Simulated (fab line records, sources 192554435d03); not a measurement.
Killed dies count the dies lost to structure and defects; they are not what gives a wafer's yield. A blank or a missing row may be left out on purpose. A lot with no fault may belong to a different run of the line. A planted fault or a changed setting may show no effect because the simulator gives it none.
fab line records	flow n5-finfet
[record] lots = 5	wafers = 15	last-day = 17
route steps=1938 shown BEOL_M10@1516 BEOL_M11@1536 PASSIVATION@1936
lots that met no fault: from a run of the same line without faults
start-h: start of the lot's first displayed wafer, in hours after the record's first day	wait-h: time in hours since the lot's previous step	" repeats the value in the row above	L1.1+2: a single row standing in for several wafers	- no value, or no start given	* or withheld: withheld	< > ~ a bound
route shown NAME@n: names a module that has steps shown in the file, with the first one's number in the route	usual: mean/standard deviation taken from wafers without a fault	same: alike in all rows	chamber/n: place in a boat	sites: each site's reading	_std_site: the standard deviation of these	_edge_site: inner sites' mean taken away from outer sites' mean	radius-mm: for every site, how far away it sits from the centre of the wafer	mask NAME#n: copy n	behind: tool/chamber where the wafer was last shaped	hold: why the lot was held/for how many hours/how that ended	device: transistor that didn't switch, given as n, p or np	end of line: the route-end tests of the same wafers	a step given without rows: its recipe and nothing more	killed: the dies lost at the first sort to structure and to defects; this is not the yield of the wafer	map: dies across one wafer; x = killed, . = not, _ = none there
set.NAME: the setting the step ran with; set.NAME@STEP: the setting that earlier step ran with	model.NAME: the simulator's own value behind a step, which no gauge read
lots at selected steps of the route; one table per step, one row per wafer
services: a tool's chamber out of use, with start hour (start-h, from the record's first day; less than 0 if before it), hours out, and reason
[[steps]]
[step N5_BEOL_M10_HM_STRIP_39]
[recipe] chemistry = peroxide-tin-strip	material = TiN	target-depth-a = 250	temp-c = 50	time-s = 158
[step N5_BEOL_M10_SRD_40]
[recipe] time-s = 30	temp-c = 23	rinse-liquid = diw	dry = ipa-marangoni
[step N5_BEOL_M10_PRECLEAN_42]
[recipe] chemistry = residue-remover	time-s = 60	temp-c = 40
[step N5_BEOL_M10_SRD_43]
[recipe] time-s = 30	temp-c = 23	rinse-liquid = diw	dry = ipa-marangoni
[step N5_BEOL_M10_CURE_72]
[recipe] temp-c = 370	time-s = 120	ambient = DMADMS/He	material = SiCOH_lowk
[step N5_BEOL_M10_DEGAS_44]
[recipe] ambient = vacuum	temp-c = 250	time-s = 60
[step N5_BEOL_M10_PRE_CLEAN_45]
[recipe] gas = H2/He	time-s = 30	temp-c = 250
[step N5_BEOL_M10_ALD_74]
[recipe] material = TaN	target-thk-a = 20	temp-c = 275	ald-precursor-family = PDMAT	ald-co-reactant = NH3	pressure-torr = 3	carrier-flow-sccm = 1500	pulse-time-s = 2	purge-time-s = 3	co-reactant-purge-time-s = 2	co-reactant-pulse-time-s = 3	ald-cycles = 40	precursor-vessel-temp-c = 75	precursor-vessel-pressure-torr = 26.25	precursor-vessel-carrier-sccm = 1000
[step N5_BEOL_M10_SURFACE_TREAT_76]
[recipe] gas = Ar	time-s = *	ion-energy-ev = *	ion-current-ma-cm2 = 0.5	pressure-mtorr = *	ar-flow-sccm = 30
[step N5_BEOL_M10_CVD_75]
[recipe] material = Co	target-thk-a = 20	temp-c = withheld	precursor = CCTBA/H2	pressure-torr = 30	time-s = 138.9
[step N5_BEOL_M10_SPUTTER_48]
[recipe] material = Cu	target-thk-a = 120	temp-c = -20	bias-v = 60	power-w = 26000	chamber-pressure-pa = 0.13	time-s = 2
[step N5_BEOL_M10_ECD_50]
[recipe] material = Cu	target-thk-a = 3180
lot.wafer	tool	chamber	start-h	wait-h
L696.1+2+5	ecd-cu-01	1,0,1	227.13	0.1
L701.1+4+5	ecd-cu-01	1,0,0	258.80	0.1
L702.2+3+6	ecd-cu-01	0	265.69	0.1
L703.2+5+6	ecd-cu-01	0,0,1	268.83	0.1
L715.1+4+5	ecd-cu-01	1,0,0	354.44	0.1
[step N5_BEOL_M10_ANNEAL_51]
[recipe] temp-c = 225	time-s = 90	ambient = N2
[step N5_BEOL_M10_CMP_52]
[recipe] stop-on = SiCOH_lowk	t-overpolish-s = 7	down-force-psi = 1	platen-rpm = 50	clearing-platen-down-force-psi = 1.5	clearing-platen-rpm = 50	post-cmp-clean = cu-alkaline	target-thk-nm = 140	clearing-platen-pad-velocity-m-s = 0.99484	pad-velocity-m-s = 0.99484
[step N5_BEOL_M10_PRE_CLEAN_55]
[recipe] gas = NH3	time-s = 15	temp-c = withheld	rf-power-w = 300
[step N5_BEOL_M10_DEP_56]
[recipe] material = SiCN	target-thk-a = 150	temp-c = withheld	precursor = 3MS/NH3	pressure-torr = 3	rf-w = 202	time-s = 26.5
[step N5_BEOL_M11_ILD_DEP_00]
[recipe] material = SiCOH_lowk	target-thk-a = 3085.1	temp-c = 300	precursor = DEMS/porogen	pressure-torr = 5	rf-w = 500	time-s = 58
[step N5_BEOL_M11_CURE_71]
[recipe] temp-c = 385	time-s = 240	ambient = He/Ar	material = SiCOH_lowk
[step N5_BEOL_M11_PECVD_70]
[recipe] material = SiO2	target-thk-a = 200	temp-c = 400	precursor = TEOS/O2	pressure-torr = 5.5	rf-w = 450	teos-flow-sccm = 53.8	gas = O2	flow-sccm = 3000	time-s = 22.7
[step N5_BEOL_M11_HM_DEP_02]
[recipe] material = TiN	target-thk-a = 200	temp-c = 25	chamber-pressure-pa = 0.49996
[step N5_BEOL_M11_COAT_59]
[recipe] resist = SOC	temp-c = 250	time-s = 60	spin-rpm = 1500	resist-thk-nm = 100
[step N5_BEOL_M11_COAT_60]
[recipe] resist = SiARC	temp-c = 220	time-s = 60	spin-rpm = 1500	resist-thk-nm = 30
[step N5_BEOL_M11_COAT_05]
[recipe] resist = CAR-ArF	spin-rpm = 1500	resist-thk-nm = 90
[step N5_BEOL_M11_EBR_07]
[recipe] solvent = PGMEA	ebr-width-mm = 1.5
[step N5_BEOL_M11_SOFTBAKE_06]
[recipe] temp-c = 110	time-s = 60	resist = CAR-ArF
[step N5_BEOL_M11_EXPOSE_08]
[recipe] mask-id = M11	na = 1.35	source-shape = dipole	sigma-inner = 0.411	sigma-outer = 0.611	polarization = te	dose-mj = 53.75
[step N5_BEOL_M11_PEB_09]
[recipe] peb-temp-c = withheld	peb-time-s = 60	resist = CAR-ArF
[step N5_BEOL_M11_DEVELOP_10]
[recipe] develop-time-s = 30	developer = TMAH	resist = CAR-ArF	rinse-liquid = diw	dry = air-spin	dev-temp-c = 23
[step N5_BEOL_M11_DESCUM_16]
[recipe] chemistry = O2	time-s = 7.9	source-power-w = 50	bias-power-w = 20	pressure-mtorr = 20	rf-frequency-hz = 2.712e+07	temp-c = 40	resist = CAR-ArF	o2-flow-sccm = 225
[step N5_BEOL_M11_ETCH_61]
[recipe] chemistry = CF4	target = SiARC	target-depth-a = 390	mask-material = CAR-ArF	time-s = 65	ion-energy-ev = 80	pressure-mtorr = 40	source-w = 545	bias-w = 36	Ar_flow_sccm = 100	cf4-flow-sccm = 100	ends = cleared
[step N5_BEOL_M11_ETCH_62]
[recipe] chemistry = N2/H2	target = SOC	target-depth-a = 1100	overetch-a = 220	mask-material = SiARC	temp-c = 40	time-s = 165	ion-energy-ev = 200	pressure-mtorr = 30	source-w = 840	bias-w = 150	n2-flow-sccm = 200	h2-flow-sccm = 200
[step N5_BEOL_M11_STRIP_68]
[recipe] chemistry = N2/H2	temp-c = 40	n2-flow-sccm = 200	h2-flow-sccm = 200	rf-frequency-hz = 6e+07
[step N5_BEOL_M11_STRIP_67]
[recipe] chemistry = CF4	resist = SiARC	power-w = 300	bias-power-w = 75	pressure-mtorr = 50	cf4-flow-sccm = 150	rf-frequency-hz = 6e+07
[step N5_BEOL_M11_HM_OPEN_17]
[recipe] chemistry = Cl2/BCl3	target-depth-a = 200	overetch-a = 60	target = TiN	mask-material = SOC	ion-energy-ev = 150	pressure-mtorr = 10	icp-w = 1000	bias-w = 126	Cl2_flow_sccm = 53.25	bcl3-flow-sccm = 21.75	Ar_flow_sccm = 25
[step N5_PASSIVATION_PROBE_49]
[usual] defect-limited-yield = 91.1/1.3	killed_at_M0_to_M3 = 35/11	killed_at_M4_up = 13/5.4	killed-at-contacts = 14/6.5	killed-at-front-end = 41/11	killed-at-other = 4/3.1	killed-dies = 106/15	killed-on-rim = 14/3.7	killed-open = 69/12	killed-short = 35/7	sort_bin_5_function = 5.2/0.86	sort_bin_6_memory = 3.4/0.64	sort-n-pass = 1074/15	sort-yield-pct = 91.0/1.3
[same] gross-dies = 1180	killed-at-back-side = 0	sort_bin_4_leakage[%] = 0	sort_bin_8_speed[%] = 0
lot.wafer	tool	chamber	start-h	wait-h	defect-limited-yield[%]	killed_at_M0_to_M3	killed_at_M4_up	killed-at-contacts	killed-at-front-end	killed-at-other	killed-dies	killed-on-rim	killed-open	killed-short	sort_bin_5_function[%]	sort_bin_6_memory[%]	sort-n-pass	sort-yield-pct[%]
L701.1	prober-01	-	301.99	0.0	75.9	12	230	4	37	1	284	33	33	25	14.0	9.0	896	75.9
L701.4	prober-01	-	302.14	0.2	70.2	27	280	7	35	3	352	38	56	30	17.2	11.1	828	70.2
L701.5	prober-01	-	302.19	0.2	68.5	39	286	14	27	6	372	53	63	30	18.3	11.1	808	68.5
L702.2	prober-02	-	314.50	0.1	73.1	27	259	5	24	3	318	41	49	21	16.8	8.5	862	73.1
L702.3	prober-02	-	314.55	0.1	71.7	36	268	9	20	1	334	36	47	25	17.5	9.2	846	71.7
L702.6	prober-02	-	314.70	0.3	69.5	40	286	8	26	0	360	47	54	28	19.8	9.2	820	69.5
L703.2	prober-01	-	316.00	0.1	72.1	26	262	13	26	2	329	36	53	22	16.5	9.9	851	72.1
L703.5	prober-01	-	316.15	0.2	70.2	10	273	18	40	11	352	49	67	20	18.1	10.2	828	70.2
L703.6	prober-01	-	316.20	0.3	69.5	5	309	9	30	7	360	49	45	15	19.9	8.6	820	69.5
// killed by level:class
L701.1 BEOL_M10:unspecified=226 FIN_SAQP:geometric-particle:open=9 FIN_SAQP:geometric-particle:short=6 GATE_CUT:geometric-particle:short=5 GATE_CUT:geometric-particle:open=4 MOL_CONTACT_COAG:geometric-particle:open=4 STARTING-WAFER:geometric-particle:short=4 STI_FIN_REVEAL:geometric-particle:open=3
L701.4 BEOL_M10:unspecified=266 GATE_CUT:geometric-particle:short=8 BEOL_M2:geometric-particle:open=8 STI_FIN_REVEAL:geometric-particle:open=7 BEOL_M3:geometric-particle:open=7 BEOL_M0_SAQP:geometric-particle:short=6 BEOL_M0_SAQP:geometric-particle:open=5 BEOL_M4:geometric-particle:open=5
L701.5 BEOL_M10:unspecified=275 MOL_CONTACT_COAG:geometric-particle:open=12 BEOL_M2:geometric-particle:open=9 BEOL_M3:geometric-particle:open=9 FIN_SAQP:geometric-particle:short=7 BEOL_M0_SAQP:geometric-particle:open=6 BEOL_M0_SAQP:geometric-particle:short=6 DUMMY_GATE:geometric-particle:open=5
L702.2 BEOL_M10:unspecified=245 BEOL_M1:geometric-particle:open=8 STI_FIN_REVEAL:geometric-particle:open=7 BEOL_M3:geometric-particle:open=7 BEOL_M4:geometric-particle:open=6 MOL_CONTACT_COAG:geometric-particle:open=5 FIN_SAQP:geometric-particle:short=4 DUMMY_GATE:geometric-particle:open=3
L702.3 BEOL_M10:unspecified=260 BEOL_M0_SAQP:geometric-particle:open=8 BEOL_M3:geometric-particle:open=8 BEOL_M0_SAQP:geometric-particle:short=7 GATE_CUT:geometric-particle:short=6 MOL_CONTACT_COAG:geometric-particle:open=6 BEOL_M1:geometric-particle:open=5 BEOL_M2:geometric-particle:open=4
L702.6 BEOL_M10:unspecified=273 BEOL_M3:geometric-particle:open=11 BEOL_M0_SAQP:geometric-particle:open=8 MOL_CONTACT_COAG:geometric-particle:open=7 BEOL_M1:geometric-particle:open=7 FIN_SAQP:geometric-particle:short=6 GATE_CUT:geometric-particle:open=5 BEOL_M0_SAQP:geometric-particle:short=5
L703.2 BEOL_M10:unspecified=254 BEOL_M3:geometric-particle:open=10 FIN_SAQP:geometric-particle:open=9 MOL_CONTACT_COAG:geometric-particle:open=9 BEOL_M0_SAQP:geometric-particle:short=7 DUMMY_GATE:geometric-particle:open=5 MOL_CONTACT_COAG:geometric-particle:short=4 STI_FIN_REVEAL:geometric-particle:open=3
L703.5 BEOL_M10:unspecified=265 MOL_CONTACT_COAG:geometric-particle:open=15 STI_FIN_REVEAL:geometric-particle:open=12 FIN_SAQP:geometric-particle:open=10 BEOL_M3:geometric-particle:open=5 BEOL_M8:geometric-particle:open=4 PAD_METAL:geometric-particle:open=4 STARTING-WAFER:geometric-particle:open=4
L703.6 BEOL_M10:unspecified=298 MOL_CONTACT_COAG:geometric-particle:open=6 FIN_SAQP:geometric-particle:open=5 STI_FIN_REVEAL:geometric-particle:open=4 BEOL_M7:geometric-particle:open=4 GATE_CUT:geometric-particle:short=3 BEOL_M4:geometric-particle:open=3 PAD_METAL:geometric-particle:short=3
// map L701.5 (x killed, . not)
_________________..xxx.x..x..________________
______________.x..xx..x...xxx..._____________
___________..x...x................x__________
__________..xx...x..x..x.....x......_________
________x..x....x.......x...x.xxx..x.._______
_______.x.xx.xx....xx..xxx.xx.x..x.x..x______
______x.xxxx......xx.....xx....x.xxxx..._____
_____....xxxx.x..xxx..xx....x....xx.x....____
____........x.xx...x.x....xxx..x.....x..x.___
___x....x...x.xx......x....x...xx.xx....xxx__
___..x....x.....x...x.xxxxx...xx...x..x.xx.__
__...x.....x.x......x.....xx..x....x.x..x.xx_
__.x.....xx...x.x........xxx.x.......x.x...._
_......x..x.....x..x.x....x...xx.....x....x..
_....x.x.x.......x...xxxxx...x.....x.xx......
_.xxx.....x..x.x..........x.....x...x.xx.xxx.
_x....x...x...........x..x..x..xx.xx.x......x
_....x.x.x....x.x..xx..x......xxx...x..x.....
_.x..............xx....xxx....x....x....x...x
_..x....xxx..x............x..x..x.x......x.x.
_x..x.x.xx...x.x..xx.xx......x..xx.xxxxx.xxxx
__.x......x....x.x.xx..x....xx.x.........x.x_
__xx.x.x.x...........x...x.x.....x..xx.xx.x._
___.....x.x.xx..x..x.x.x...........x.x....x__
___..x..xx...x.xxxxx.........x.....xxx.....__
____...xxxx..x.xx..xx.x.....xx..x.x..x..x.___
_____xxx......x...xx..xx..x.......x.....x____
______......xx....xx......x..x....x....._____
_______......x.x...x..x...x.xx..x....xx______
________xx.............x..xxx.xx.x...x_______
__________xx.x..x....x.....x.....x.._________
___________x.......x......x.x..x.x.__________
______________.x..xx.x...x..x.xx_____________
_________________xx.x......x.________________
// map L702.6 (x killed, . not)
_________________x..x.x.....x________________
______________..x..xxxx..xxx..x._____________
___________x.x...x.........xx..x...__________
__________.x..x....x..xx....x...x.x._________
________...x...xxx.x.x.xxx..x.x.x....._______
_______.xx....x....xx..xx........x.x.x.______
______..........xx...x........xx....x..x_____
_____..x.x..x.x.x.......x.x..x...........____
____.....x.....xx..x.....xxx.xxx.........x___
___....xxx....x.x...x...xxxx.xx..x.x.......__
___...x..x....x....x..xx...........xx.x.xxx__
__.x.x....x.x......x.xx....x..x.x..x...xx.x._
__x....x...x....x.x.xxx..x....x........xxxx._
_.x.x...x..x..x...x.xxxx....xx.....x....xx.x.
_..x..x.x.xxx.x..xx....x..xxx.....x..........
_..x......x......x.x....x...xx.......x.x.....
_..x..xx..x......x..x.....x.xx........x..x...
_.x..xx....x.x.x.xx....xx....x.xx..x.......xx
_..xx.....x........x..x.....x.x..xx.x...xx...
_..xx..x...xxx.xx......x..xx..x...xx.........
_..xx..x....x.x.x.x.x..x..x.x.x...x....x..xx.
__.................xx.x...x.x..x..x..x.....x_
__.xx.....x..........x.x.xx...xx.....xx.xx.x_
___......x.....x.x.....x....x.x......x.x..x__
___x...x.....x.xxx..........x....x.x.x..x..__
____.x....x.....xx.......x.....x....x.xx..___
_____..xx..xxx.x.x.....x....xx.x.x.xx.xx.____
______.xx.....x.x...x.....x..x.x...xxx.._____
_______.x.....x..x..x...x...........xx.______
________x...x.x.x..x.......xx..xxxxx.x_______
__________.x..x...xx................_________
___________......x..xxx..xx..xx...x__________
______________x...........xxx..._____________
_________________x...xxx..xxx________________
[[services]]
tool	chamber	start-h	hours	kind
ecd-cu-01	-	308.32	10.0	repair
[[key]]
[first-sign] step = N5_PASSIVATION_PROBE_49	reading = killed_at_M4_up	direction = up	sigmas = 48	usual = 13	struck = 273
[effect] step = N5_PASSIVATION_PROBE_49	reading = defect-limited-yield	direction = down	sigmas = 15	usual = 91.1	struck = 71.2
[more-kills-born-at] N5_BEOL_M10_ECD_50@ecd-cu-01 = 2362
met-at N5_BEOL_M10_ECD_50
struck-wafers L701.1,L701.4,L701.5,L702.2,L702.3,L702.6,L703.2,L703.5,L703.6
onset-between 227.13 258.80
[fault] kind = chamber-particle-source	tool = ecd-cu-01	chamber = -	onset-h = 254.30	steps = N5_BEOL_M10_ECD_50	rate-per-visit-cm2 = 0.47545	end-h = 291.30
